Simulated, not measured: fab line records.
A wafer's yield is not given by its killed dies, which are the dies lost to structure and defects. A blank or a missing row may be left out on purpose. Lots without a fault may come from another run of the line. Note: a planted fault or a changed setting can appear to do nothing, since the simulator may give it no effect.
Matching of chambers ; flow n5Finfet ; rieDiel-03 running N5_HKMG_FIN_ETCH_86: 4 sister chambers
The step etches SOC in N2/H2, stops on TiN, target depth 393.2 nm. 16 wafers are shown with their chamber, then 8 later ones without.

## WAFERS PAIRED WITH THEIR CHAMBERS
wafer;chamber;showerheadPlenumPTorr (Torr);throttleValvePct (%);oesProductAu (a.u.)
L077.2;1;2.66;17.49;0.78
L077.3;3;2.42;17.93;0.71
L077.6;0;2.53;17.82;0.77
L078.2;1;2.66;17.49;0.79
L078.4;0;2.53;17.83;0.76
L078.6;2;2.43;17.68;0.75
L079.1;0;2.53;17.83;0.76
L079.2;2;2.43;17.68;0.74
L079.3;3;2.42;17.96;0.71
L080.1;2;2.43;17.69;0.74
L080.5;3;2.41;17.93;0.71
L080.6;0;2.53;17.85;0.76
L082.1;2;2.43;17.69;0.74
L082.5;2;2.43;17.68;0.73
L082.6;3;2.41;17.94;0.71
L083.1;1;2.66;17.51;0.77

SIGNATURES (averages over the wafers above)
reading;chamber 0;chamber 1;chamber 2;chamber 3;scatter within a chamber
showerheadPlenumPTorr;2.5300;2.6600;2.4300;2.4150;0.00289
throttleValvePct;17.8325;17.4967;17.6840;17.9400;0.011
oesProductAu;0.7625;0.7800;0.7400;0.7100;0.00629
Rule: a wafer lies at a distance from a chamber equal to the root of the sum of squares, over the readings, of (its reading less the chamber's mean, divided by the reading's scatter). If the next closest chamber is less than 2 further off than the closest, the wafer can't be placed; otherwise it belongs to the closest. How the scatter is found: for the shown wafers, subtract from each reading the mean of its chamber, square and add these, divide the total by (wafers less chambers), then take the root.

## WAFERS MISSING THEIR CHAMBER
wafer;showerheadPlenumPTorr (Torr);throttleValvePct (%);oesProductAu (a.u.)
L083.3;2.41;17.95;0.70
L083.4;2.43;17.71;0.74
L089.2;2.42;17.71;0.73
L089.4;2.41;17.96;0.69
L089.5;2.65;17.53;0.76
L096.1;2.51;17.92;0.74
L096.2;2.40;18.00;0.68
L096.6;2.40;18.00;0.68

## THE CHAMBER EACH PASSED THROUGH
wafer;from the rows above;in truth
L083.3;3;3
L083.4;2;2
L089.2;2;2
L089.4;3;3
L089.5;1;1
L096.1;0;0
L096.2;3;3
L096.6;3;3
Correct placement for 8 of the 8. Can't be placed from these rows: 0. 0 placed wrongly.
